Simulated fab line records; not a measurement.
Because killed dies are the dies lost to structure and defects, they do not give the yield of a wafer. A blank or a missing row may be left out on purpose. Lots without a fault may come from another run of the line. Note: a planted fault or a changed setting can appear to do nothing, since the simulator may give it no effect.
fab line records	flow n5_finfet
[record] lots = 7	wafers = 19	last_day = 18
route steps=1938 shown BEOL_M6@1228 PASSIVATION@1936
lots untouched by any fault: they come from a run of this same line in which no faults occurred
start_h: hours from the record's first day to the start of the lot's first wafer shown	wait_h: how many hours have passed since the lot's step before this one	" same as the row above	L1.1+2: a row that stands for several wafers	- no value, or no start given	* or withheld: withheld	< > ~ a bound
route shown NAME@n: NAME is a module with steps in the file, n the number in the route of the first one	usual: mean/standard deviation taken from wafers without a fault	same: alike in all rows	chamber/n: place in a boat	sites: the reading at each site	_std_site: the values' standard deviation	_edge_site: outer sites' mean less inner sites'	radius_mm: how far each site lies from the wafer's centre	mask NAME#n: copy n	behind: the most recent tool/chamber to have shaped the wafer	hold: why the lot went on hold/how many hours it stayed there/how the hold came to an end	device: names the non-switching transistor (n, p or np)	end of line: the same wafers' tests at the end of the route	step lacking rows: just its recipe	killed: at the first sort, the dies lost to defects and structure; wafer yield is something else	map: a wafer's dies, x killed, . not, _ none there
set.NAME: the setting that was run; set.NAME@STEP: the one run at that earlier step	model.NAME: the simulator's own value behind a step, which no gauge read
certain route steps with their lots: each step a table, each wafer a row
services: the hour from which a tool's chamber was out of use, counted from the record's first day as start_h (under 0 if before that day), plus the number of hours and why
[[steps]]
[step N5_BEOL_M6_OVL_MEAS_29]
[recipe] points_per_wafer = 522
[usual] V5_OVL = 0.3/0.7
lot.wafer	tool	chamber	start_h	wait_h	V5_OVL[nm]
L444.1	overlay-01	0	220.30	0.0	0.5
L444.2	"	0	"	"	-0.2
L444.6	"	0	"	"	-1.2
L447.2	overlay-02	0	232.18	0.0	-0.1
L447.4	"	0	"	"	0.0
L447.5	"	0	"	"	-0.8
L448.3	overlay-02	0	263.82	0.0	-0.2
L448.6	"	0	"	"	0.1
L453.4	overlay-01	0	266.79	0.0	-0.4
L453.5	"	0	"	"	0.7
L459.2	overlay-02	0	298.71	0.0	0.1
L459.4	"	0	"	"	-0.3
L459.6	"	0	"	"	0.0
L461.2	overlay-02	0	315.25	0.0	0.2
L461.3	"	0	"	"	1.1
L461.6	"	0	"	"	-0.5
L465.1	overlay-02	0	325.37	0.0	-0.1
L465.2	"	0	"	"	-1.5
L465.3	"	0	"	"	-1.6
[step N5_BEOL_M6_INSPECT_30]
[recipe] mode = adi	inspect_instrument = brightfield
[usual] raw_defect_count = 407/90
lot.wafer	tool	chamber	start_h	wait_h	raw_defect_count
L444.1	defect_inspect-01	-	220.36	0.1	405
L444.2	"	-	"	"	440
L444.6	"	-	"	"	427
L447.2	defect_inspect-02	-	232.23	0.0	496
L447.4	"	-	"	"	550
L447.5	"	-	"	"	629
L448.3	defect_inspect-02	-	263.86	0.0	312
L448.6	"	-	"	"	331
L453.4	defect_inspect-02	-	266.83	0.0	374
L453.5	"	-	"	"	239
L459.2	defect_inspect-02	-	298.76	0.0	378
L459.4	"	-	"	"	487
L459.6	"	-	"	"	340
L461.2	defect_inspect-01	-	315.31	0.0	424
L461.3	"	-	"	"	417
L461.6	"	-	"	"	311
L465.1	defect_inspect-02	-	325.43	0.1	334
L465.2	"	-	"	"	474
L465.3	"	-	"	"	401
[step N5_BEOL_M6_DESCUM_33]
[recipe] chemistry = O2	time_s = 7	source_power_w = 50	bias_power_w = 20	pressure_mtorr = 20	rf_frequency_hz = 2.712e+07	temp_c = 40	resist = CAR-EUV	o2_flow_sccm = 225
[step N5_BEOL_M6_ETCH_72]
[recipe] chemistry = N2/H2	target = underlayer	target_depth_a = 65	mask_material = CAR-EUV	time_s = 5.2	ion_energy_ev = 200	pressure_mtorr = 30	source_w = 840	bias_w = 150	n2_flow_sccm = 200	h2_flow_sccm = 200	ends = cleared
[usual] drypump_motor_current_A = 5.7/0.48	etch_rf_on_time_s = 5.18/0.14	oes_product_au = 0.70/0.073	rf_vpp_V = 522.4/1.8	showerhead_plenum_p_Torr = 2.49/0.056	throttle_valve_pct = 17.77/0.27
lot.wafer	tool	chamber	start_h	wait_h	drypump_motor_current_A	etch_rf_on_time_s	oes_product_au	rf_hours_counter_h	rf_vpp_V	showerhead_plenum_p_Torr	throttle_valve_pct
L444.1	rie_diel-01	1	220.42	0.0	6.3	5.24	0.79	11	524.6	2.47	17.45
L444.2	"	0	"	"	4.9	5.03	0.59	245	522.8	2.50	18.26
L444.6	"	0	"	"	4.9	5.08	0.59	-	522.1	2.50	18.26
L447.2	rie_diel-01	2	232.32	0.0	5.8	5.41	0.73	44	521.3	2.46	17.73
L447.4	"	3	"	"	6.1	5.16	0.69	92	521.4	2.46	17.45
L447.5	"	0	"	"	4.8	5.05	0.57	-	520.9	2.50	18.25
L448.3	rie_diel-01	2	263.93	0.0	5.8	5.43	0.70	58	522.2	2.46	17.78
L448.6	"	3	"	"	6.1	5.19	0.67	-	519.0	2.45	17.48
L453.4	rie_diel-01	2	266.90	0.0	5.8	5.53	0.70	59	523.3	2.46	17.79
L453.5	"	1	"	"	6.4	5.28	0.75	-	522.9	2.46	17.49
L459.2	rie_diel-03	2	298.83	0.0	5.8	5.25	0.77	22	527.4	2.71	17.79
L459.4	"	1	"	"	5.9	5.06	0.74	54	524.5	2.58	17.38
L459.6	"	1	"	"	5.9	5.07	0.73	-	523.4	2.58	17.37
L461.2	rie_diel-06	2	315.38	0.0	4.9	5.08	0.71	92	524.5	2.57	18.15
L461.3	"	3	"	"	6.0	5.15	0.77	21	519.8	2.49	17.81
L461.6	"	3	"	"	6.0	5.09	0.77	-	523.4	2.49	17.81
L465.1	rie_diel-06	1	325.50	0.0	5.8	5.07	0.78	12	520.9	2.48	17.60
L465.2	"	0	"	"	5.8	5.25	0.63	171	520.9	2.42	17.58
L465.3	"	3	"	"	6.0	5.12	0.77	26	524.6	2.49	17.79
[step N5_BEOL_M6_ETCH_65]
[recipe] chemistry = CF4	target = SiARC	target_depth_a = 156	mask_material = CAR-EUV	time_s = 26	ion_energy_ev = 80	pressure_mtorr = 40	source_w = 545	bias_w = 36	Ar_flow_sccm = 100	cf4_flow_sccm = 100	ends = cleared
[usual] cf4_flow_sccm = 100.01/0.28	drypump_motor_current_A = 5.7/0.48	etch_rf_on_time_s = 25.8/0.65	mfc_ar_sccm = 100.00/0.29	oes_product_au = 0.70/0.073	rf_vpp_V = 183.5/0.87	showerhead_plenum_p_Torr = 2.10/0.041	throttle_valve_pct = 15.56/0.25
lot.wafer	tool	chamber	start_h	wait_h	cf4_flow_sccm	drypump_motor_current_A	etch_rf_on_time_s	mfc_ar_sccm	oes_product_au	rf_hours_counter_h	rf_vpp_V	showerhead_plenum_p_Torr	throttle_valve_pct
L444.1	rie_diel-01	1	220.44	0.0	100.51	6.3	26.3	100.35	0.79	11	182.4	2.09	15.32
L444.2	"	0	"	"	100.51	4.9	25.1	100.16	0.59	245	183.8	2.13	16.13
L444.6	"	0	"	"	100.23	4.8	25.3	100.02	0.59	-	183.2	2.13	16.15
L447.2	rie_diel-01	2	232.34	0.0	99.90	5.8	27.1	100.00	0.73	44	183.4	2.09	15.59
L447.4	"	3	"	"	100.04	6.1	25.6	99.78	0.70	92	183.8	2.07	15.19
L447.5	"	0	"	"	99.39	4.9	25.2	100.02	0.58	-	183.9	2.13	16.14
L448.3	rie_diel-01	2	263.95	0.0	100.03	5.8	27.0	100.32	0.71	58	183.0	2.09	15.62
L448.6	"	3	"	"	100.27	6.1	25.7	99.61	0.69	-	182.7	2.07	15.21
L453.4	rie_diel-01	2	266.91	0.0	99.92	5.8	27.2	99.55	0.71	59	182.4	2.09	15.63
L453.5	"	1	"	"	100.30	6.3	26.0	99.99	0.76	-	183.4	2.09	15.35
L459.2	rie_diel-03	2	298.84	0.0	100.14	5.8	26.5	99.99	0.77	22	184.3	2.27	15.52
L459.4	"	1	"	"	99.44	5.8	25.2	100.10	0.75	54	183.6	2.17	15.18
L459.6	"	1	"	"	99.66	5.9	25.0	100.06	0.75	-	185.6	2.17	15.19
L461.2	rie_diel-06	2	315.39	0.0	100.19	4.9	25.4	99.61	0.72	92	184.4	2.15	15.72
L461.3	"	3	"	"	100.11	6.0	25.5	100.42	0.78	21	183.5	2.10	15.54
L461.6	"	3	"	"	100.04	6.0	25.5	100.40	0.77	-	184.4	2.10	15.55
L465.1	rie_diel-06	1	325.52	0.0	100.09	5.7	25.3	99.98	0.79	12	183.9	2.11	15.46
L465.2	"	0	"	"	99.91	5.7	25.6	99.88	0.64	171	182.4	2.05	15.46
L465.3	"	3	"	"	99.56	6.0	25.2	100.03	0.77	26	183.5	2.10	15.55
[step N5_BEOL_M6_ETCH_66]
[recipe] chemistry = N2/H2	target = SOC	target_depth_a = 800	overetch_a = 160	mask_material = SiARC	temp_c = 40	time_s = 120	ion_energy_ev = 200	pressure_mtorr = 30	source_w = 840	bias_w = 150	n2_flow_sccm = 200	h2_flow_sccm = 200
[usual] drypump_motor_current_A = 5.7/0.48	oes_product_au = 0.62/0.065	rf_vpp_V = 522.6/1.6	showerhead_plenum_p_Torr = 2.49/0.056	throttle_valve_pct = 17.73/0.27
lot.wafer	tool	chamber	start_h	wait_h	drypump_motor_current_A	oes_product_au	rf_hours_counter_h	rf_vpp_V	showerhead_plenum_p_Torr	throttle_valve_pct
L444.1	rie_diel-01	1	220.47	0.0	6.4	0.71	11	522.4	2.47	17.43
L444.2	"	0	"	"	4.8	0.51	245	522.1	2.50	18.21
L444.6	"	0	"	"	4.8	0.52	-	523.5	2.50	18.20
L447.2	rie_diel-01	2	232.37	0.0	5.8	0.66	44	522.5	2.46	17.69
L447.4	"	3	"	"	6.1	0.62	92	524.0	2.46	17.43
L447.5	"	0	"	"	4.8	0.51	-	521.2	2.50	18.21
L448.3	rie_diel-01	2	263.98	0.0	5.8	0.65	58	522.4	2.46	17.72
L448.6	"	3	"	"	6.1	0.61	-	520.6	2.46	17.45
L453.4	rie_diel-01	2	266.94	0.0	5.8	0.64	59	522.2	2.46	17.72
L453.5	"	1	"	"	6.4	0.68	-	521.9	2.46	17.45
L459.2	rie_diel-03	2	298.87	0.0	5.8	0.70	22	527.1	2.71	17.73
L459.4	"	1	"	"	5.9	0.66	54	525.7	2.58	17.33
L459.6	"	1	"	"	5.9	0.66	-	524.5	2.58	17.33
L461.2	rie_diel-06	2	315.42	0.0	4.9	0.64	92	524.2	2.57	18.12
L461.3	"	3	"	"	6.0	0.68	21	522.4	2.49	17.75
L461.6	"	3	"	"	6.0	0.69	-	523.4	2.49	17.75
L465.1	rie_diel-06	1	325.55	0.0	5.8	0.70	12	522.8	2.48	17.58
L465.2	"	0	"	"	5.8	0.56	171	520.5	2.42	17.53
L465.3	"	3	"	"	6.0	0.68	26	521.8	2.49	17.76
[step N5_BEOL_M6_STRIP_69]
[recipe] chemistry = N2/H2	temp_c = 40	n2_flow_sccm = 200	h2_flow_sccm = 200	rf_frequency_hz = 6e+07
[step N5_BEOL_M6_STRIP_73]
[recipe] chemistry = N2/H2	temp_c = 40	n2_flow_sccm = 200	h2_flow_sccm = 200	rf_frequency_hz = 6e+07
[step N5_BEOL_M6_VIA_ETCH_34]
[recipe] chemistry = C4F6/O2	target = SiCOH_lowk	target_depth_a = 1263	mask_material = SOC	taper_deg = 4	time_s = 50.9	ion_energy_ev = 250	pressure_mtorr = 30	source_w = 345	bias_w = 185	Ar_flow_sccm = 300	C4F6_flow_sccm = 10	O2_flow_sccm = 10
[usual] drypump_motor_current_A = 5.7/0.48	mfc_ar_sccm = 300.1/0.9	oes_product_au = 0.82/0.085	rf_vpp_V = 665/12	showerhead_plenum_p_Torr = 2.80/0.055	throttle_valve_pct = 20.88/0.25
lot.wafer	tool	chamber	start_h	wait_h	drypump_motor_current_A	mfc_ar_sccm	oes_product_au	rf_hours_counter_h	rf_vpp_V	showerhead_plenum_p_Torr	throttle_valve_pct
L444.1	rie_diel-01	1	220.57	0.0	6.3	299.1	0.93	11	648	2.79	20.69
L444.2	"	0	"	"	4.9	298.3	0.68	245	669	2.82	21.41
L444.6	"	0	"	"	4.9	299.2	0.68	-	671	2.82	21.39
L447.2	rie_diel-01	2	232.47	0.0	5.8	300.6	0.86	44	667	2.78	20.95
L447.4	"	3	"	"	6.1	300.2	0.81	92	658	2.76	20.52
L447.5	"	0	"	"	4.8	300.1	0.67	-	669	2.82	21.40
L448.3	rie_diel-01	2	264.08	0.0	5.8	300.6	0.83	58	665	2.78	20.97
L448.6	"	3	"	"	6.1	299.8	0.80	-	657	2.76	20.52
L453.4	rie_diel-01	2	267.04	0.0	5.8	299.1	0.83	59	665	2.77	20.97
L453.5	"	1	"	"	6.3	300.1	0.88	-	647	2.78	20.74
L459.2	rie_diel-03	2	298.97	0.0	5.8	299.3	0.91	22	694	3.05	21.05
L459.4	"	1	"	"	5.9	300.5	0.87	54	670	2.87	20.35
L459.6	"	1	"	"	5.8	299.8	0.87	-	669	2.87	20.35
L461.2	rie_diel-06	2	315.52	0.0	4.9	299.4	0.84	92	688	2.86	21.09
L461.3	"	3	"	"	6.0	299.0	0.90	21	662	2.79	20.84
L461.6	"	3	"	"	6.0	300.1	0.91	-	662	2.79	20.85
L465.1	rie_diel-06	1	325.65	0.0	5.7	300.1	0.91	12	674	2.79	20.74
L465.2	"	0	"	"	5.8	301.0	0.73	171	659	2.74	20.74
L465.3	"	3	"	"	6.0	300.3	0.89	26	662	2.79	20.85
[step N5_BEOL_M6_STRIP_76]
[recipe] chemistry = C4F6/O2	resist = SiARC	rf_frequency_hz = 6e+07
[step N5_BEOL_M6_STRIP_36]
[recipe] chemistry = N2/H2	power_w = 450	temp_c = 40	pressure_mtorr = 20	rf_frequency_hz = 6e+07	overash_fraction = 0.3	bias_power_w = 7	h2_frac = 0.5	n2_flow_sccm = 200	h2_flow_sccm = 200
[step N5_BEOL_M6_TRENCH_ETCH_37]
[recipe] chemistry = C4F6/O2	target_depth_a = 944.35	target = SiCOH_lowk	time_s = 31.5	ion_energy_ev = 250	pressure_mtorr = 30	source_w = 345	bias_w = 185	Ar_flow_sccm = 300	C4F6_flow_sccm = 10	O2_flow_sccm = 10
[step N5_BEOL_M6_ETCH_41]
[recipe] chemistry = CH3F/O2	target = SiCN	target_depth_a = 297	taper_deg = 2	time_s = 52	ion_energy_ev = 120	mask_material = TiN	pressure_mtorr = 30	source_w = 395	bias_w = 75	Ar_flow_sccm = 150	CH3F_flow_sccm = 30	O2_flow_sccm = 20
[usual] drypump_motor_current_A = 5.7/0.48	mfc_ar_sccm = 149.9/0.46	oes_product_au = 0.82/0.086	rf_vpp_V = 296.6/1.2	showerhead_plenum_p_Torr = 1.96/0.041	throttle_valve_pct = 16.29/0.23
lot.wafer	tool	chamber	start_h	wait_h	drypump_motor_current_A	mfc_ar_sccm	oes_product_au	rf_hours_counter_h	rf_vpp_V	showerhead_plenum_p_Torr	throttle_valve_pct	model.etch.depth_nm
L444.1	rie_diel-01	1	220.69	-	6.4	149.8	0.92	11	296.0	1.96	16.09	19.51
L444.2	"	0	"	"	4.8	150.2	0.67	245	295.9	1.98	16.82	19.8
L444.6	"	0	"	"	4.8	150.6	0.68	-	296.6	1.98	16.83	19.85
L447.2	rie_diel-01	2	232.59	-	5.8	150.2	0.85	44	296.3	1.95	16.32	19.12
L447.4	"	3	"	"	6.1	150.7	0.81	92	296.5	1.94	15.95	19.74
L447.5	"	0	"	"	4.8	150.5	0.47	-	297.4	1.98	16.84	10.12
L448.3	rie_diel-01	2	264.20	-	5.8	149.4	0.58	58	294.9	1.95	16.33	9.882
L448.6	"	3	"	"	6.1	150.0	0.80	-	294.9	1.94	15.99	19.62
L453.4	rie_diel-01	2	267.17	-	5.8	150.5	0.84	59	297.0	1.95	16.35	19.19
L453.5	"	1	"	"	6.3	150.0	0.61	-	297.1	1.95	16.11	10.04
L459.2	rie_diel-03	2	299.10	-	5.9	149.3	0.90	22	300.7	2.15	16.35	19.42
L459.4	"	1	"	"	5.9	150.7	0.86	54	299.2	2.02	15.85	19.81
L459.6	"	1	"	"	5.9	150.0	0.86	-	297.4	2.02	15.84	19.72
L461.2	rie_diel-06	2	315.65	-	4.9	149.6	0.84	92	296.8	2.01	16.47	19.93
L461.3	"	3	"	"	6.0	150.2	0.91	21	297.7	1.96	16.26	19.95
L461.6	"	3	"	"	6.0	149.6	0.91	-	295.6	1.96	16.26	19.88
L465.1	rie_diel-06	1	325.77	-	5.7	149.7	0.92	12	297.4	1.96	16.12	20.04
L465.2	"	0	"	"	5.8	149.9	0.74	171	295.4	1.92	16.20	19.86
L465.3	"	3	"	"	6.0	149.8	0.89	26	296.5	1.96	16.25	19.9
[step N5_BEOL_M6_STRIP_80]
[recipe] chemistry = N2/H2	time_s = 10	power_w = 450	temp_c = 40	pressure_mtorr = 20	rf_frequency_hz = 6e+07	bias_power_w = 7	n2_flow_sccm = 200	h2_flow_sccm = 200
[usual] drypump_motor_current_A = 5.7/0.48	oes_product_au = 0.82/0.086	rf_vpp_V = 59.0/0.85	showerhead_plenum_p_Torr = 2.48/0.056	throttle_valve_pct = 23.6/0.31
lot.wafer	tool	chamber	start_h	wait_h	drypump_motor_current_A	oes_product_au	rf_hours_counter_h	rf_vpp_V	showerhead_plenum_p_Torr	throttle_valve_pct
L444.1	rie_diel-01	1	-	-	6.3	0.93	11	58.7	2.47	23.2
L444.2	"	0	"	"	4.9	0.67	245	58.6	2.50	23.9
L444.6	"	0	"	"	4.9	0.67	-	60.2	2.50	23.9
L447.2	rie_diel-01	2	-	-	5.8	0.88	44	59.2	2.46	23.5
L447.4	"	3	"	"	6.1	0.82	92	59.4	2.46	23.2
L447.5	"	0	"	"	4.9	0.66	-	57.3	2.50	24.0
L448.3	rie_diel-01	2	-	-	5.8	0.85	58	59.3	2.45	23.6
L448.6	"	3	"	"	6.1	0.80	-	58.2	2.45	23.3
L453.4	rie_diel-01	2	-	-	5.8	0.84	59	60.1	2.45	23.6
L453.5	"	1	"	"	6.3	0.89	-	59.6	2.46	23.2
L459.2	rie_diel-03	2	-	-	5.8	0.92	22	60.1	2.71	23.7
L459.4	"	1	"	"	5.9	0.86	54	59.2	2.58	23.0
L459.6	"	1	"	"	5.9	0.86	-	60.1	2.58	23.1
L461.2	rie_diel-06	2	-	-	4.9	0.85	92	58.3	2.57	24.0
L461.3	"	3	"	"	6.0	0.91	21	59.2	2.48	23.6
L461.6	"	3	"	"	6.0	0.91	-	57.3	2.48	23.6
L465.1	rie_diel-06	1	-	-	5.8	0.92	12	60.0	2.47	23.5
L465.2	"	0	"	"	5.7	0.74	171	59.3	2.41	23.2
L465.3	"	3	"	"	6.0	0.90	26	58.3	2.48	23.6
[step N5_PASSIVATION_PROBE_49]
[usual] defect_limited_yield = 91.2/1.6	killed_at_M0_to_M3 = 35/11	killed_at_M4_up = 14/5.4	killed_at_contacts = 13/6	killed_at_front_end = 38/11	killed_at_other = 3.4/2.6	killed_dies = 104/19	killed_open = 68/13	killed_short = 34/8.5	sort_bin_5_function = 5.1/1	sort_bin_6_memory = 3.3/0.72	sort_bin_8_speed = 0.1/0.9	sort_n_pass = 1075/22	sort_yield_pct = 91.1/1.9
[same] gross_dies = 1180	killed_at_back_side = 0	sort_bin_4_leakage[%] = 0
lot.wafer	tool	chamber	start_h	wait_h	defect_limited_yield[%]	killed_at_M0_to_M3	killed_at_M4_up	killed_at_contacts	killed_at_front_end	killed_at_other	killed_dies	killed_open	killed_short	sort_bin_5_function[%]	sort_bin_6_memory[%]	sort_bin_8_speed[%]	sort_n_pass	sort_yield_pct[%]
L444.1	prober-01	-	315.08	0.0	89.1	52	22	15	39	1	129	81	37	6.6	3.3	0	1051	89.1
L444.2	prober-01	-	315.13	0.1	92.6	41	6	20	15	5	87	54	32	3.7	3.3	0	1093	92.6
L444.6	prober-01	-	315.33	0.3	90.2	46	15	16	35	4	116	75	38	5.7	3.9	0	1064	90.2
L447.2	prober-02	-	332.86	0.1	90.9	54	9	9	34	1	107	73	34	4.7	4.2	0	1073	90.9
L447.4	prober-02	-	332.96	0.2	93.4	33	10	5	28	2	78	52	24	3.3	3.1	0	1102	93.4
L447.5	prober-02	-	333.01	0.2	90.7	44	8	21	36	1	110	77	31	5.1	3.9	0	1070	90.7
L448.3	prober-01	-	353.89	0.1	92.4	29	12	15	26	8	90	66	24	4.2	3.2	0.1	1089	92.3
L448.6	prober-01	-	354.04	0.3	90.1	41	15	16	44	1	117	73	44	5.7	3.9	0	1063	90.1
L453.4	prober-02	-	362.74	0.2	90.6	48	14	8	34	7	111	66	43	5.4	3.4	0	1069	90.6
L459.2	prober-02	-	389.43	0.1	93.1	17	18	16	28	3	82	53	27	4.0	2.9	0	1098	93.1
L459.4	prober-02	-	389.53	0.2	90.8	37	17	15	33	6	108	69	37	5.4	3.5	0	1072	90.8
L459.6	prober-02	-	389.63	0.3	91.2	29	12	15	44	4	104	78	24	5.8	2.6	0	1076	91.2
L461.2	prober-01	-	410.28	0.1	90.5	29	13	30	37	3	112	84	28	5.6	3.6	0	1068	90.5
L461.3	prober-01	-	410.33	0.1	91.4	19	11	8	57	6	101	56	35	4.2	3.5	0	1079	91.4
L461.6	prober-01	-	410.48	0.3	91.7	32	11	17	34	4	98	57	32	4.7	2.4	0	1082	91.7
L465.1	prober-01	-	422.17	0.4	93.6	17	16	10	28	4	75	47	27	3.7	2.4	0	1105	93.6
L465.2	prober-01	-	422.22	0.5	90.9	28	24	10	43	2	107	64	43	5.8	2.9	0	1073	90.9
L465.3	prober-01	-	422.27	0.5	92.5	27	18	8	29	6	88	62	24	4.2	2.9	0	1092	92.5
// killed by level:class
L444.1 BEOL_M0_SAQP:geometric_particle:open=12 MOL_CONTACT_COAG:geometric_particle:open=11 BEOL_M2:geometric_particle:open=9 BEOL_M3:geometric_particle:open=8 HKMG_FIN:area_etch=8 BEOL_M0_SAQP:geometric_particle:short=7 BEOL_M1:geometric_particle:open=6 BEOL_M4:geometric_particle:open=6
L444.2 MOL_CONTACT_COAG:geometric_particle:open=14 BEOL_M3:geometric_particle:open=13 BEOL_M1:geometric_particle:open=7 BEOL_M2:geometric_particle:short=7 BEOL_M0:geometric_particle:open=6 MOL_CONTACT_COAG:geometric_particle:short=6 STARTING-WAFER:geometric_particle:short=4 FIN_SAQP:geometric_particle:open=3
L444.6 BEOL_M3:geometric_particle:open=15 MOL_CONTACT_COAG:geometric_particle:open=13 STI_FIN_REVEAL:geometric_particle:open=8 GATE_CUT:geometric_particle:short=6 BEOL_M0_SAQP:geometric_particle:open=5 BEOL_M0:geometric_particle:open=5 BEOL_M4:geometric_particle:open=5 FIN_SAQP:geometric_particle:open=4
L447.2 BEOL_M1:geometric_particle:open=15 FIN_SAQP:geometric_particle:open=8 DUMMY_GATE:geometric_particle:open=7 MOL_CONTACT_COAG:geometric_particle:open=7 BEOL_M0_SAQP:geometric_particle:open=7 BEOL_M0_SAQP:geometric_particle:short=7 BEOL_M3:geometric_particle:open=7 BEOL_M4:geometric_particle:open=6
L447.4 BEOL_M0_SAQP:geometric_particle:open=12 BEOL_M0_SAQP:geometric_particle:short=9 BEOL_M2:geometric_particle:open=7 FIN_SAQP:geometric_particle:short=6 DUMMY_GATE:geometric_particle:open=6 MOL_CONTACT_COAG:geometric_particle:open=5 FIN_SAQP:geometric_particle:open=4 STI_FIN_REVEAL:geometric_particle:open=4
L447.5 MOL_CONTACT_COAG:geometric_particle:open=17 BEOL_M2:geometric_particle:open=11 BEOL_M0_SAQP:geometric_particle:short=9 BEOL_M0_SAQP:geometric_particle:open=9 BEOL_M1:geometric_particle:open=8 DUMMY_GATE:geometric_particle:open=7 FIN_SAQP:geometric_particle:open=5 DUMMY_GATE:geometric_particle:short=4
L448.3 MOL_CONTACT_COAG:geometric_particle:open=13 FIN_SAQP:geometric_particle:open=9 BEOL_M0_SAQP:geometric_particle:open=9 BEOL_M0_SAQP:geometric_particle:short=9 BEOL_M4:geometric_particle:open=6 BEOL_M2:geometric_particle:open=5 FIN_SAQP:geometric_particle:short=4 BEOL_M3:geometric_particle:open=3
L448.6 BEOL_M0_SAQP:geometric_particle:open=14 MOL_CONTACT_COAG:geometric_particle:open=14 BEOL_M0_SAQP:geometric_particle:short=12 FIN_SAQP:geometric_particle:short=7 BEOL_M1:geometric_particle:open=7 FIN_SAQP:geometric_particle:open=6 BEOL_M4:geometric_particle:open=6 STI_FIN_REVEAL:geometric_particle:open=5
L453.4 BEOL_M0_SAQP:geometric_particle:short=18 BEOL_M0_SAQP:geometric_particle:open=10 FIN_SAQP:geometric_particle:open=9 BEOL_M4:geometric_particle:open=8 MOL_CONTACT_COAG:geometric_particle:open=7 FIN_SAQP:geometric_particle:short=5 STI_FIN_REVEAL:geometric_particle:open=5 BEOL_M2:geometric_particle:open=5
L459.2 MOL_CONTACT_COAG:geometric_particle:open=13 BEOL_M4:geometric_particle:open=8 STI_FIN_REVEAL:geometric_particle:open=5 BEOL_M0_SAQP:geometric_particle:short=5 DUMMY_GATE:geometric_particle:open=4 BEOL_M0_SAQP:geometric_particle:open=4 BEOL_M2:geometric_particle:open=4 STARTING-WAFER:geometric_particle:open=4
L459.4 MOL_CONTACT_COAG:geometric_particle:open=13 BEOL_M3:geometric_particle:open=10 BEOL_M0_SAQP:geometric_particle:short=9 BEOL_M1:geometric_particle:open=7 FIN_SAQP:geometric_particle:short=5 GATE_CUT:geometric_particle:short=5 BEOL_M4:geometric_particle:open=5 FIN_SAQP:geometric_particle:open=4
L459.6 FIN_SAQP:geometric_particle:open=14 MOL_CONTACT_COAG:geometric_particle:open=11 BEOL_M2:geometric_particle:open=8 BEOL_M3:geometric_particle:open=8 BEOL_M1:geometric_particle:open=7 STARTING-WAFER:geometric_particle:open=6 DUMMY_GATE:geometric_particle:open=4 MOL_CONTACT_COAG:geometric_particle:short=4
L461.2 MOL_CONTACT_COAG:geometric_particle:open=25 BEOL_M0_SAQP:geometric_particle:open=11 DUMMY_GATE:geometric_particle:open=8 BEOL_M5:geometric_particle:open=8 FIN_SAQP:geometric_particle:short=7 FIN_SAQP:geometric_particle:open=7 MOL_CONTACT_COAG:geometric_particle:short=5 BEOL_M2:geometric_particle:open=5
L461.3 FIN_SAQP:geometric_particle:short=13 HKMG_FIN:area_etch=9 FIN_SAQP:geometric_particle:open=6 ILD0:geometric_particle:short=6 DUMMY_GATE:geometric_particle:open=5 MOL_CONTACT_COAG:geometric_particle:open=5 BEOL_M3:geometric_particle:open=4 BEOL_M6:geometric_particle:open=4
L461.6 MOL_CONTACT_COAG:geometric_particle:open=13 HKMG_FIN:area_etch=9 BEOL_M0_SAQP:geometric_particle:open=8 BEOL_M0_SAQP:geometric_particle:short=7 STI_FIN_REVEAL:geometric_particle:open=5 BEOL_M2:geometric_particle:open=5 FIN_SAQP:geometric_particle:short=4 MOL_CONTACT_COAG:geometric_particle:short=4
L465.1 MOL_CONTACT_COAG:geometric_particle:open=7 BEOL_M2:geometric_particle:open=6 ILD0:geometric_particle:open=5 GATE_CUT:geometric_particle:open=5 ILD0:geometric_particle:short=4 GATE_CUT:geometric_particle:short=4 MOL_CONTACT_COAG:geometric_particle:short=3 BEOL_M0_SAQP:geometric_particle:open=3
L465.2 BEOL_M4:geometric_particle:open=13 BEOL_M0_SAQP:geometric_particle:open=12 FIN_SAQP:geometric_particle:short=11 BEOL_M0_SAQP:geometric_particle:short=10 FIN_SAQP:geometric_particle:open=9 STI_FIN_REVEAL:geometric_particle:open=9 MOL_CONTACT_COAG:geometric_particle:open=8 ILD0:geometric_particle:short=4
L465.3 STI_FIN_REVEAL:geometric_particle:open=10 BEOL_M0_SAQP:geometric_particle:open=9 BEOL_M0_SAQP:geometric_particle:short=9 MOL_CONTACT_COAG:geometric_particle:open=8 FIN_SAQP:geometric_particle:open=6 FIN_SAQP:geometric_particle:short=5 BEOL_M2:geometric_particle:open=5 BEOL_M4:geometric_particle:open=5
[[services]]
tool	chamber	start_h	hours	kind
rie_diel-03	2	201.74	28.7	repair
rie_diel-06	1	214.36	13.2	repair
rie_diel-03	-	219.88	28.1	pm
rie_diel-01	0	238.87	-	clean
rie_diel-01	0	238.87	-	consumable_replace:focus_ring
rie_diel-01	0	238.87	17.9	scheduled_down
rie_diel-01	0	238.87	17.9	vent_cycle
rie_diel-06	3	242.28	-	clean
rie_diel-06	3	242.28	-	consumable_replace:focus_ring
rie_diel-06	3	242.28	19.6	scheduled_down
rie_diel-06	3	242.28	19.6	vent_cycle
rie_diel-06	1	282.21	-	clean
rie_diel-06	1	282.21	-	consumable_replace:focus_ring
rie_diel-06	1	282.21	13.8	scheduled_down
rie_diel-06	1	282.21	13.8	vent_cycle
rie_diel-01	2	306.55	1.8	repair
rie_diel-01	-	317.64	2.8	pm
[[key]]
[first_sign] step = N5_BEOL_M6_ETCH_41	reading = oes_product_au	direction = down	sigmas = 3	usual = 0.82	struck = 0.56
effect none on later readings
[model_effect] step = N5_BEOL_M6_ETCH_41	value = etch.depth_nm	without = 19.46	struck = 10.02
met_at N5_BEOL_M6_ETCH_41
struck_wafers L447.5,L448.3,L453.5
onset_between 220.69 232.59
[fault] kind = process_parameter_drift	tool = rie_diel-01	chamber = -	onset_h = 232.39	steps = N5_BEOL_M6_ETCH_41	channel = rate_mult	offset = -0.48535	shape = step	end_h = 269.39	scope = struck_wafers_only
